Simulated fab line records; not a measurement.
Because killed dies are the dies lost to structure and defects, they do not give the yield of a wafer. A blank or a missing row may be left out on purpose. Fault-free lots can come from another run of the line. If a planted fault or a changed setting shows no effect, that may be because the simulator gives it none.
fab line records    flow n5Finfet    part 1 of 2: steps 1 to 24 of 30
[record] lots = 5  wafers = 15  lastDay = 17
route steps=1938 shown MIM_BOT_LITHO@1859 MIM_BOT_ETCH@1866 PASS1_CAP@1873 TV_LITHO@1875 TV_OPEN@1887
lots that met no fault: taken from a fault-free run of the same line
startH: hours from the record's opening day to when the first of the lot's shown wafers began    waitH: hours elapsed since this lot's preceding step    " the same as in the row above    L1.1+2: a row that stands for several wafers    - value missing, or start not given    * or withheld: withheld    < > ~ a bound
route shown NAME@n: names a module that has steps shown in the file, with the first one's number in the route    usual: the fault-free wafers' mean and standard deviation    same: alike in all rows    chamber/n: place in a boat    sites: readings site by site    _std_site: standard deviation across them    _edge_site: outer sites' mean less inner sites'    radiusMm: for every site, how far away it sits from the centre of the wafer    mask NAME#n: copy n    behind: the tool/chamber that last shaped the wafer    hold: what put the lot on hold/how long, in hours/how the hold closed    device: which transistor (n, p or np) failed to switch    end of line: at the end of the route, the tests of the same wafers    where a step has no rows: the recipe by itself    killed: the dies lost at the first sort to structure and to defects; this is not the yield of the wafer    map: shows each die of a wafer: x if killed, . if not, _ if none is there
set.NAME: setting as actually run; set.NAME@STEP: the setting as run at that earlier step    model.NAME: the simulator's own value behind a step, which no gauge read
lots seen at some steps along the route; tables by step, rows by wafer
services: from which hour (startH, from the record's first day; less than 0 if before it) a tool's chamber was out of use, for how many hours, and why
[[steps]]
[step N5_MIM_BOT_LITHO_PEB_06]
[recipe] pebTempC = withheld  pebTimeS = *
lot.wafer   tool           chamber  startH  waitH
L079.1+4+6  lithoTrack-04  0        298.46  0.1
L081.1+4+6  lithoTrack-04  0        301.76  0.1
L089.1+2+3  lithoTrack-03  0        350.72  0.1
L095.2+3+4  lithoTrack-04  0        389.28  0.0
L097.2+4+6  lithoTrack-04  0        405.24  0.0
[step N5_MIM_BOT_LITHO_DEVELOP_07]
[recipe] developTimeS = 60  rinseLiquid = diw  dry = airSpin  devTempC = 21
lot.wafer   tool           chamber  startH  waitH
L079.1+4+6  lithoTrack-04  0        -       -
L081.1+4+6  lithoTrack-04  0        -       -
L089.1+2+3  lithoTrack-03  0        -       -
L095.2+3+4  lithoTrack-04  0        -       -
L097.2+4+6  lithoTrack-04  0        -       -
[step N5_MIM_BOT_LITHO_HARDBAKE_09]
[recipe] tempC = 130  timeS = 120
lot.wafer   tool           chamber  startH  waitH
L079.1+4+6  lithoTrack-04  0        -       -
L081.1+4+6  lithoTrack-04  0        -       -
L089.1+2+3  lithoTrack-03  0        -       -
L095.2+3+4  lithoTrack-04  0        -       -
L097.2+4+6  lithoTrack-04  0        -       -
[step N5_MIM_BOT_LITHO_CD_MEAS_08]
[recipe] targetCdNm = 3000  landingEnergyEv = 500  detector = seInlens  polarity = opening
[usual] cdNm = 3001.3/2.1
lot.wafer  tool      chamber  startH  waitH  cdNm
L079.1     cdSem-02  0        298.58  -      3001.5
L079.4     "         0        "       "      3001.5
L079.6     "         0        "       "      2999.4
L081.1     cdSem-02  0        301.88  -      2999.0
L081.4     "         0        "       "      3000.0
L081.6     "         0        "       "      3001.1
L089.1     cdSem-02  0        350.84  -      3001.5
L089.2     "         0        "       "      3001.8
L089.3     "         0        "       "      3001.7
L095.2     cdSem-02  0        389.40  -      3000.2
L095.3     "         0        "       "      3002.0
L095.4     "         0        "       "      2998.7
L097.2     cdSem-01  0        405.36  -      2998.0
L097.4     "         0        "       "      3000.6
L097.6     "         0        "       "      3000.9
[step N5_MIM_BOT_LITHO_OVL_MEAS_11]
[recipe] pointsPerWafer = 44
[usual] MIM_BOT_OVL = 4/5.2
lot.wafer  tool        chamber  startH  waitH  MIM_BOT_OVL[nm]
L079.1     overlay-02  0        298.61  0.0    -2
L079.4     "           0        "       "      1
L079.6     "           0        "       "      -3
L081.1     overlay-01  0        301.91  0.0    -4
L081.4     "           0        "       "      -7
L081.6     "           0        "       "      -9
L089.1     overlay-02  0        350.87  0.0    11
L089.2     "           0        "       "      14
L089.3     "           0        "       "      12
L095.2     overlay-02  0        389.42  0.0    -2
L095.3     "           0        "       "      13
L095.4     "           0        "       "      4
L097.2     overlay-02  0        405.39  0.0    -1
L097.4     "           0        "       "      -2
L097.6     "           0        "       "      2
[step N5_MIM_BOT_LITHO_INSPECT_12]
[recipe] mode = adi  inspectInstrument = macro
[usual] rawDefectCount = 2/1.5
lot.wafer  tool              chamber  startH  waitH  rawDefectCount
L079.1     defectInspect-01  -        298.63  0.0    1
L079.4     "                 -        "       "      5
L079.6     "                 -        "       "      1
L081.1     defectInspect-01  -        301.93  0.0    1
L081.4     "                 -        "       "      2
L081.6     "                 -        "       "      0
L089.1     defectInspect-01  -        350.90  0.0    1
L089.2     "                 -        "       "      0
L089.3     "                 -        "       "      3
L095.2     defectInspect-01  -        389.45  0.0    4
L095.3     "                 -        "       "      1
L095.4     "                 -        "       "      2
L097.2     defectInspect-02  -        405.42  0.0    0
L097.4     "                 -        "       "      1
L097.6     "                 -        "       "      5
[step N5_MIM_BOT_LITHO_DESCUM_10]
[recipe] chemistry = O2  timeS = 7.9  sourcePowerW = 50  biasPowerW = 20  pressureMtorr = 20  rfFrequencyHz = 2.712e+07  tempC = 40  o2FlowSccm = 225
[usual] biasPowerW = 20.00/0.056  drypumpMotorCurrentA = 5.7/0.52  oesProductAu = 0.82/0.07  rfFwdPowerW = 49.69/0.16  rfVppV = 243.2/1.6  showerheadPlenumPTorr = 2.09/0.086  throttleValvePct = 20.39/0.17
lot.wafer  tool        chamber  startH  waitH  biasPowerW  drypumpMotorCurrentA  oesProductAu  rfFwdPowerW  rfHoursCounterH  rfVppV  showerheadPlenumPTorr  throttleValvePct
L079.1     rieDiel-02  1        298.67  0.0    19.97       5.6                   0.79          49.59        100              243.7   2.11                   20.26
L079.4     "           1        "       "      20.03       5.6                   0.79          49.24        -                244.1   2.11                   20.27
L079.6     "           0        "       "      19.98       5.8                   0.79          49.74        -                244.7   2.10                   20.07
L081.1     rieDiel-01  1        301.97  0.0    20.09       5.3                   0.98          49.75        3                242.5   2.06                   20.29
L081.4     "           0        "       "      19.97       6.1                   0.92          49.56        10               243.8   2.23                   20.28
L081.6     "           0        "       "      20.02       6.1                   0.93          49.75        -                245.8   2.23                   20.26
L089.1     rieDiel-06  2        351.15  0.3    19.99       5.4                   0.81          49.91        93               245.5   2.20                   20.57
L089.2     "           3        "       "      19.97       5.1                   0.79          49.94        107              244.5   2.18                   20.40
L089.3     "           0        "       "      20.08       5.3                   0.81          49.90        75               246.0   2.23                   20.60
L095.2     rieDiel-02  3        389.53  0.1    20.05       4.7                   0.75          50.09        154              242.4   2.00                   20.63
L095.3     "           0        "       "      19.96       5.8                   0.76          49.72        130              243.3   2.09                   20.15
L095.4     "           1        "       "      19.94       5.6                   0.76          49.24        139              243.2   2.10                   20.32
L097.2     rieDiel-06  0        405.45  0.0    19.87       5.3                   0.78          49.70        94               244.8   2.22                   20.64
L097.4     "           3        "       "      19.99       5.1                   0.78          49.70        125              245.0   2.17                   20.42
L097.6     "           1        "       "      19.98       6.7                   0.72          49.61        -                242.1   1.99                   20.60
[step N5_MIM_BOT_ETCH_ETCH_04]
[recipe] chemistry = CF4/O2  target = SiNx  targetDepthA = 260  timeS = 13  ionEnergyEv = 100  pressureMtorr = 40  sourceW = 535  biasW = 49  Ar_flow_sccm = 100  cf4FlowSccm = 100  O2_flow_sccm = 10
[usual] drypumpMotorCurrentA = 5.7/0.52  oes_o_777_au = 0.81/0.064  oesProductAu = 0.82/0.073  rfFwdPowerW = 531.6/1.9  rfVppV = 240.5/2.3  showerheadPlenumPTorr = 2.21/0.085  throttleValvePct = 15.97/0.14
lot.wafer  tool        chamber  startH  waitH  drypumpMotorCurrentA  oes_o_777_au  oesProductAu  rfFwdPowerW  rfHoursCounterH  rfVppV  showerheadPlenumPTorr  throttleValvePct
L079.1     rieDiel-02  1        298.73  0.0    5.6                   0.79          0.80          532.8        100              241.1   2.23                   15.84
L079.4     "           1        "       "      5.6                   0.78          0.80          529.3        -                240.9   2.23                   15.83
L079.6     "           0        "       "      5.8                   0.78          0.80          531.9        -                237.2   2.23                   15.77
L081.1     rieDiel-01  1        302.03  0.0    5.3                   0.97          0.99          529.9        3                239.6   2.18                   15.81
L081.4     "           0        "       "      6.1                   0.91          0.95          530.0        10               242.4   2.36                   15.87
L081.6     "           0        "       "      6.1                   0.92          0.93          528.3        -                241.5   2.35                   15.88
L089.1     rieDiel-06  2        351.22  0.0    5.4                   0.83          0.81          532.7        93               242.7   2.30                   16.07
L089.2     "           3        "       "      5.2                   0.79          0.80          530.8        107              245.6   2.29                   15.95
L089.3     "           0        "       "      5.3                   0.84          0.82          535.2        75               244.4   2.31                   15.95
L095.2     rieDiel-02  3        389.60  0.0    4.7                   0.74          0.74          530.9        154              239.4   2.11                   16.25
L095.3     "           0        "       "      5.8                   0.75          0.76          534.3        130              237.3   2.22                   15.85
L095.4     "           1        "       "      5.6                   0.75          0.76          529.0        139              238.8   2.21                   15.91
L097.2     rieDiel-06  0        405.52  0.0    5.3                   0.82          0.79          535.4        94               242.7   2.31                   15.99
L097.4     "           3        "       "      5.1                   0.77          0.78          532.7        125              246.4   2.29                   16.01
L097.6     "           1        "       "      6.6                   0.73          0.72          531.1        -                242.1   2.10                   16.18
[step N5_MIM_BOT_ETCH_ETCH_03]
[recipe] chemistry = Cl2/BCl3  targetDepthA = 120  pressureMtorr = 8  icpW = 800  biasW = 100  Cl2_flow_sccm = 20  bcl3FlowSccm = 80
[usual] drypumpMotorCurrentA = 5.64/0.17  oesProductAu = 0.83/0.11  rfFwdPowerW = 795.1/2.3  throttleValvePct = 27.60/0.26
lot.wafer  tool         chamber  startH  waitH  drypumpMotorCurrentA  oesProductAu  rfFwdPowerW  rfHoursCounterH  throttleValvePct
L079.1     rieMetal-03  0        298.82  0.1    5.53                  1.03          794.6        0                27.46
L079.4     "            1        "       "      5.60                  0.97          795.3        -                27.78
L079.6     "            0        "       "      5.53                  1.03          794.3        -                27.46
L081.1     rieMetal-03  1        302.12  0.1    5.59                  0.97          796.7        1                27.75
L081.4     "            1        "       "      5.60                  0.97          798.8        -                27.74
L081.6     "            0        "       "      5.53                  1.02          793.9        -                27.46
L089.1     rieMetal-02  0        351.30  0.1    5.87                  0.80          793.1        27               27.96
L089.2     "            1        "       "      5.65                  0.93          798.1        6                27.30
L089.3     "            1        "       "      5.64                  0.92          795.3        -                27.29
L095.2     rieMetal-02  1        389.69  0.1    5.62                  0.90          797.9        10               27.29
L095.3     "            0        "       "      5.84                  0.79          794.8        -                27.96
L095.4     "            1        "       "      5.64                  0.90          793.2        -                27.32
L097.2     rieMetal-03  0        405.61  0.1    5.53                  0.91          798.5        9                27.46
L097.4     "            0        "       "      5.53                  0.92          800.3        -                27.47
L097.6     "            1        "       "      5.60                  0.86          795.0        -                27.77
[step N5_MIM_BOT_ETCH_ETCH_00]
[recipe] chemistry = Cl2/BCl3  target = TiN  targetDepthA = 455  ionEnergyEv = 150  pressureMtorr = 10  icpW = 1000  biasW = 126  Cl2_flow_sccm = 53.25  bcl3FlowSccm = 21.75  Ar_flow_sccm = 25
[usual] drypumpMotorCurrentA = 5.64/0.17  oesProductAu = 0.83/0.11  rfFwdPowerW = 995/3.3  throttleValvePct = 21.95/0.15
lot.wafer  tool         chamber  startH  waitH  drypumpMotorCurrentA  oesProductAu  rfFwdPowerW  rfHoursCounterH  throttleValvePct
L079.1     rieMetal-03  0        298.91  0.1    5.51                  1.03          998          0                21.82
L079.4     "            1        "       "      5.61                  0.98          994          -                22.04
L079.6     "            0        "       "      5.53                  1.03          1001         -                21.84
L081.1     rieMetal-03  1        302.21  0.1    5.62                  0.97          994          1                22.04
L081.4     "            1        "       "      5.61                  0.97          992          -                22.05
L081.6     "            0        "       "      5.51                  1.02          997          -                21.83
L089.1     rieMetal-02  0        351.39  0.1    5.87                  0.80          995          28               22.16
L089.2     "            1        "       "      5.68                  0.92          997          6                21.78
L089.3     "            1        "       "      5.67                  0.92          1000         -                21.79
L095.2     rieMetal-02  1        389.78  0.1    5.64                  0.89          1001         10               21.80
L095.3     "            0        "       "      5.86                  0.79          991          -                22.16
L095.4     "            1        "       "      5.67                  0.89          993          -                21.77
L097.2     rieMetal-03  0        405.70  0.1    5.51                  0.92          999          9                21.86
L097.4     "            0        "       "      5.51                  0.93          999          -                21.85
L097.6     "            1        "       "      5.59                  0.87          991          -                22.09
[step N5_MIM_BOT_ETCH_STRIP_01]
[recipe] chemistry = O2  powerW = 600  tempC = 60  pressureMtorr = 30  rfFrequencyHz = 6e+07  biasPowerW = 0  overashFraction = 0.5  o2FlowSccm = 225
[usual] drypumpMotorCurrentA = 5.7/0.53  oesProductAu = 0.81/0.058  rfVppV = 3.5/1.3  showerheadPlenumPTorr = 2.11/0.09  throttleValvePct = 16.64/0.16
[same] biasPowerW = 0  overashFraction = 0.5
lot.wafer  tool        chamber  startH  waitH  drypumpMotorCurrentA  oesProductAu  rfHoursCounterH  rfVppV  showerheadPlenumPTorr  throttleValvePct
L079.1     rieDiel-06  1        299.05  0.1    6.7                   0.78          148              2.6     2.00                   16.78
L079.4     "           0        "       "      5.3                   0.83          58               3.3     2.24                   16.73
L079.6     "           2        "       "      5.5                   0.83          -                5.5     2.21                   16.78
L081.1     rieDiel-01  1        302.35  0.1    5.3                   0.99          3                6.3     2.06                   16.46
L081.4     "           3        "       "      5.7                   0.78          87               3.7     2.03                   16.72
L081.6     "           3        "       "      5.7                   0.75          -                3.8     2.03                   16.69
L089.1     rieDiel-06  2        351.54  0.1    5.4                   0.81          93               0.8     2.21                   16.84
L089.2     "           3        "       "      5.2                   0.80          108              2.1     2.18                   16.62
L089.3     "           0        "       "      5.3                   0.81          75               2.7     2.23                   16.79
L095.2     rieDiel-01  2        390.39  0.6    6.3                   0.82          75               4.0     2.02                   16.50
L095.3     "           0        "       "      6.1                   0.86          41               4.1     2.22                   16.53
L095.4     "           1        "       "      5.3                   0.92          31               3.9     2.05                   16.52
L097.2     rieDiel-02  1        405.98  0.2    5.6                   0.76          143              5.3     2.10                   16.58
L097.4     "           2        "       "      5.8                   0.77          136              4.4     2.21                   16.77
L097.6     "           2        "       "      5.7                   0.75          -                1.9     2.21                   16.79
[step N5_MIM_BOT_ETCH_STRIP_02]
[recipe] chemistry = postEtchResidueRemover  timeS = 1200  tempC = 72.5
[usual] bathGuardTempC = 72.4/0.59
lot.wafer  tool         chamber  startH  waitH  bathGuardTempC
L079.1     wetBench-06  2        299.12  -      71.6
L079.4     "            1        "       "      72.6
L079.6     "            6        "       "      73.7
L081.1     wetBench-01  5        302.43  -      72.7
L081.4     "            2        "       "      73.2
L081.6     "            7        "       "      72.1
L089.1     wetBench-06  5        351.60  -      71.7
L089.2     "            6        "       "      73.6
L089.3     "            4        "       "      72.8
L095.2     wetBench-01  1        390.46  -      72.7
L095.3     "            3        "       "      72.5
L095.4     "            0        "       "      72.1
L097.2     wetBench-02  2        406.07  -      72.2
L097.4     "            4        "       "      72.0
L097.6     "            6        "       "      72.5
[step N5_MIM_BOT_ETCH_CLEAN_05]
[recipe] chemistry = IPA  timeS = 180  tempC = 25
lot.wafer   tool         chamber  startH  waitH
L079.1+4+6  wetBench-06  2,1,6    299.45  0.0
L081.1+4+6  wetBench-01  5,2,7    303.09  0.0
L089.1+2+3  wetBench-06  5,6,4    351.94  0.0
L095.2+3+4  wetBench-01  1,3,0    390.79  0.0
L097.2+4+6  wetBench-02  2,4,6    406.74  0.0
[step N5_MIM_BOT_ETCH_SRD_06]
[recipe] dry = ipaMarangoni  timeS = 30  tempC = 23  rinseLiquid = diw
lot.wafer   tool         chamber  startH  waitH
L079.1+4+6  wetBench-06  2,1,6    299.50  0.0
L081.1+4+6  wetBench-01  5,2,7    303.20  0.0
L089.1+2+3  wetBench-06  5,6,4    351.99  0.0
L095.2+3+4  wetBench-01  1,3,0    390.85  0.0
L097.2+4+6  wetBench-02  2,4,6    406.85  0.0
[step N5_PASSIVATION_PECVD_55]
[recipe] material = SiO2  targetThkA = 4000  tempC = 400  precursor = SiH4/N2O  pressureTorr = 2.7  rfW = 608  timeS = 22.5
[usual] heaterPowerOuterW = 364/79  heaterPowerW = 627/110  rfFwdPowerW = 600.7/2.6  showerheadPlenumPTorr = 8.18/0.092  throttleValvePct = 53/3.6
lot.wafer  tool      chamber  startH  waitH  heaterPowerOuterW  heaterPowerW  rfFwdPowerW  showerheadPlenumPTorr  throttleValvePct
L079.1     pecvd-04  2        299.55  0.0    356                606           597.2        8.15                   53
L079.4     "         0        "       "      362                569           601.5        8.18                   51
L079.6     "         2        "       "      368                625           600.8        8.15                   53
L081.1     pecvd-03  1        303.26  0.0    272                510           600.3        8.26                   48
L081.4     "         2        "       "      446                777           603.3        8.11                   50
L081.6     "         1        "       "      280                529           602.6        8.25                   48
L089.1     pecvd-03  1        352.04  0.0    200                408           604.4        8.28                   48
L089.2     "         0        "       "      322                565           602.6        8.13                   58
L089.3     "         0        "       "      345                587           599.6        8.14                   58
L095.2     pecvd-04  2        390.89  0.0    293                523           602.2        8.16                   53
L095.3     "         1        "       "      479                799           599.7        8.09                   53
L095.4     "         2        "       "      309                549           600.0        8.16                   53
L097.2     pecvd-01  0        406.90  0.0    402                648           605.3        8.44                   61
L097.4     "         0        "       "      417                661           609.1        8.45                   61
L097.6     "         1        "       "      307                590           605.4        8.17                   52
[step N5_PASSIVATION_PECVD_01]
[recipe] material = SiNx  targetThkA = 2000  tempC = 400  precursor = SiH4/NH3/N2  pressureTorr = 4.9  rfW = 1406  timeS = 43.2
[usual] heaterPowerOuterW = 156/80  heaterPowerW = 349/120  rfFwdPowerW = 1394/4.6  showerheadPlenumPTorr = 8.69/0.065  throttleValvePct = 29.9/2
lot.wafer  tool      chamber  startH  waitH  heaterPowerOuterW  heaterPowerW  rfFwdPowerW  showerheadPlenumPTorr  throttleValvePct
L079.1     pecvd-04  2        299.59  0.0    113                289           1385         8.67                   29.6
L079.4     "         0        "       "      159                318           1389         8.70                   28.8
L079.6     "         2        "       "      118                300           1384         8.66                   30.1
L081.1     pecvd-03  1        303.30  0.0    0                  142           1394         8.75                   27.1
L081.4     "         2        "       "      242                537           1393         8.65                   28.2
L081.6     "         1        "       "      7                  153           1396         8.74                   27.2
L089.1     pecvd-03  1        352.09  0.0    34                 187           1399         8.75                   27.4
L089.2     "         0        "       "      169                356           1397         8.66                   32.6
L089.3     "         0        "       "      66                 217           1394         8.67                   32.6
L095.2     pecvd-04  2        390.93  0.0    154                342           1397         8.66                   29.9
L095.3     "         1        "       "      305                540           1392         8.61                   29.9
L095.4     "         2        "       "      156                348           1388         8.67                   30.2
L097.2     pecvd-01  0        406.93  0.0    149                301           1404         8.88                   34.7
L097.4     "         0        "       "      159                313           1398         8.88                   34.5
L097.6     "         1        "       "      123                353           1397         8.66                   29.7
[step N5_PASSIVATION_HMDS_03]
[recipe] timeS = 60  tempC = 120
lot.wafer   tool           chamber  startH  waitH
L079.1+4+6  lithoTrack-01  0        300.89  1.3
L081.1+4+6  lithoTrack-05  0        303.91  0.6
L089.1+2+3  lithoTrack-01  0        352.19  0.1
L095.2+3+4  lithoTrack-01  0        391.00  0.1
L097.2+4+6  lithoTrack-05  0        408.30  1.3
[step N5_PASSIVATION_COAT_04]
[recipe] spinRpm = *  resistThkNm = *
[usual] spinSpeedRpm = *
lot.wafer  tool           chamber  startH  waitH  spinSpeedRpm
L079.1     lithoTrack-01  0        -       -      *
L079.4     "              0        "       "      *
L079.6     "              0        "       "      *
L081.1     lithoTrack-05  0        -       -      *
L081.4     "              0        "       "      *
L081.6     "              0        "       "      *
L089.1     lithoTrack-01  0        -       -      *
L089.2     "              0        "       "      *
L089.3     "              0        "       "      *
L095.2     lithoTrack-01  0        -       -      *
L095.3     "              0        "       "      *
L095.4     "              0        "       "      *
L097.2     lithoTrack-05  0        -       -      *
L097.4     "              0        "       "      *
L097.6     "              0        "       "      *
[step N5_PASSIVATION_EBR_06]
[recipe] solvent = PGMEA  ebrWidthMm = 1.5
lot.wafer   tool           chamber  startH  waitH
L079.1+4+6  lithoTrack-01  0        -       -
L081.1+4+6  lithoTrack-05  0        -       -
L089.1+2+3  lithoTrack-01  0        -       -
L095.2+3+4  lithoTrack-01  0        -       -
L097.2+4+6  lithoTrack-05  0        -       -
[step N5_PASSIVATION_SOFTBAKE_05]
[recipe] tempC = 100  timeS = 90
lot.wafer   tool           chamber  startH  waitH
L079.1+4+6  lithoTrack-01  0        -       -
L081.1+4+6  lithoTrack-05  0        -       -
L089.1+2+3  lithoTrack-01  0        -       -
L095.2+3+4  lithoTrack-01  0        -       -
L097.2+4+6  lithoTrack-05  0        -       -
[step N5_PASSIVATION_EXPOSE_07]
[recipe] maskId = TV  na = 0.55  sourceShape = conventional  sigmaOuter = 0.8  polarization = unpolarized  defocusNm = 0  targetCdNm = 3000  doseMj = 22.75
[usual] exposureDoseMJCm2 = 22.746/0.025  focusOffsetNm = 0.1/0.5
lot.wafer  tool           chamber  startH  waitH  mask  exposureDoseMJCm2  focusOffsetNm
L079.1     krfScanner-01  0        301.00  -      TV#0  22.714             0.9
L079.4     "              0        "       "      TV#0  22.731             -0.5
L079.6     "              0        "       "      TV#0  22.701             -0.3
L081.1     krfScanner-02  0        304.14  -      TV#0  22.737             0.4
L081.4     "              0        "       "      TV#0  22.764             0.3
L081.6     "              0        "       "      TV#0  22.734             0.5
L089.1     krfScanner-01  0        352.42  -      TV#0  22.732             0.6
L089.2     "              0        "       "      TV#0  22.736             0.2
L089.3     "              0        "       "      TV#0  22.742             -0.4
L095.2     krfScanner-01  0        391.12  -      TV#0  22.746             0.1
L095.3     "              0        "       "      TV#0  22.756             -0.3
L095.4     "              0        "       "      TV#0  22.730             -0.8
L097.2     krfScanner-02  0        408.53  -      TV#0  22.743             0.3
L097.4     "              0        "       "      TV#0  22.779             0.2
L097.6     "              0        "       "      TV#0  22.767             1.3
[step N5_PASSIVATION_PEB_08]
[recipe] pebTempC = withheld  pebTimeS = *
lot.wafer   tool           chamber  startH  waitH
L079.1+4+6  lithoTrack-01  0        301.06  0.1
L081.1+4+6  lithoTrack-02  0        304.20  0.1
L089.1+2+3  lithoTrack-05  0        352.48  0.1
L095.2+3+4  lithoTrack-01  0        391.17  0.0
L097.2+4+6  lithoTrack-05  0        408.59  0.0
[step N5_PASSIVATION_DEVELOP_09]
[recipe] developTimeS = 60  rinseLiquid = diw  dry = airSpin  devTempC = 21
lot.wafer   tool           chamber  startH  waitH
L079.1+4+6  lithoTrack-01  0        -       -
L081.1+4+6  lithoTrack-02  0        -       -
L089.1+2+3  lithoTrack-05  0        -       -
L095.2+3+4  lithoTrack-01  0        -       -
L097.2+4+6  lithoTrack-05  0        -       -
[step N5_PASSIVATION_HARDBAKE_11]
[recipe] tempC = 130  timeS = 120
lot.wafer   tool           chamber  startH  waitH
L079.1+4+6  lithoTrack-01  0        -       -
L081.1+4+6  lithoTrack-02  0        -       -
L089.1+2+3  lithoTrack-05  0        -       -
L095.2+3+4  lithoTrack-01  0        -       -
L097.2+4+6  lithoTrack-05  0        -       -
